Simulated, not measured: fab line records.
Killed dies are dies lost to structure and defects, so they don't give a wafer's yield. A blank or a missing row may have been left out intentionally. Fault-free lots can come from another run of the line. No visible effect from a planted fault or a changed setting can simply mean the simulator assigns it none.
Chamber matching | flow n5-finfet | rie-diel-02 running N5_FIN_SAQP_ETCH_67: 4 sister chambers
The step etches SiNx in CH3F/O2, target depth 30 nm. 14 wafers are shown with their chamber, then 7 later ones without.

## WAFERS, EACH WITH ITS CHAMBER
wafer  | chamber | drypump-motor-current-A (A) | showerhead-plenum-p-Torr (Torr) | throttle-valve-pct (%)
L074.3 | 1       | 6.5                         | 2.12                            | 15.96
L074.4 | 2       | 5.9                         | 2.08                            | 16.21
L074.5 | 1       | 6.6                         | 2.12                            | 15.96
L078.1 | 3       | 5.7                         | 1.98                            | 16.38
L078.4 | 0       | 6.4                         | 2.00                            | 16.10
L078.5 | 1       | 6.6                         | 2.11                            | 15.98
L079.1 | 3       | 5.7                         | 1.98                            | 16.38
L079.4 | 2       | 5.9                         | 2.08                            | 16.22
L079.6 | 0       | 6.4                         | 2.00                            | 16.10
L085.2 | 1       | 6.5                         | 2.11                            | 16.02
L085.4 | 2       | 5.9                         | 2.07                            | 16.24
L085.6 | 2       | 5.9                         | 2.07                            | 16.24
L087.1 | 3       | 5.7                         | 1.98                            | 16.41
L087.2 | 2       | 5.9                         | 2.07                            | 16.26

SIGNATURES (averages over the wafers above)
reading                  | chamber 0 | chamber 1 | chamber 2 | chamber 3 | scatter within a chamber
drypump-motor-current-A  | 6.400     | 6.550     | 5.900     | 5.700     | 0.0316
showerhead-plenum-p-Torr | 2.0000    | 2.1150    | 2.0740    | 1.9800    | 0.00469
throttle-valve-pct       | 16.1000   | 15.9800   | 16.2340   | 16.3900   | 0.0213
Rule: for each reading, subtract the chamber's mean from the wafer's reading, divide by that reading's scatter and square the result; add these up over the readings and take the root, which gives the wafer's distance from the chamber. The wafer belongs to the nearest chamber; if the next one is less than 2 further off, it can't be placed. The scatter: take each reading less its chamber's mean, square it, sum over the shown wafers, divide by the number of wafers less the number of chambers, and take the root.

## WAFERS WITHOUT THEIR CHAMBER
wafer  | drypump-motor-current-A (A) | showerhead-plenum-p-Torr (Torr) | throttle-valve-pct (%)
L087.6 | 5.9                         | 2.07                            | 16.25
L088.1 | 6.4                         | 2.00                            | 16.13
L088.4 | 6.6                         | 2.11                            | 16.02
L088.6 | 5.8                         | 1.98                            | 16.42
L094.1 | 6.3                         | 2.00                            | 16.14
L094.3 | 6.0                         | 2.07                            | 16.27
L094.4 | 5.7                         | 1.97                            | 16.44

## THE CHAMBER EACH PASSED THROUGH
wafer  | from the rows above | in truth
L087.6 | 2                   | 2
L088.1 | 0                   | 0
L088.4 | 1                   | 1
L088.6 | 3                   | 3
L094.1 | 0                   | 0
L094.3 | 2                   | 2
L094.4 | 3                   | 3
Placed correctly: 7 of 7. Not placeable from these rows: 0. Number placed wrongly: 0.
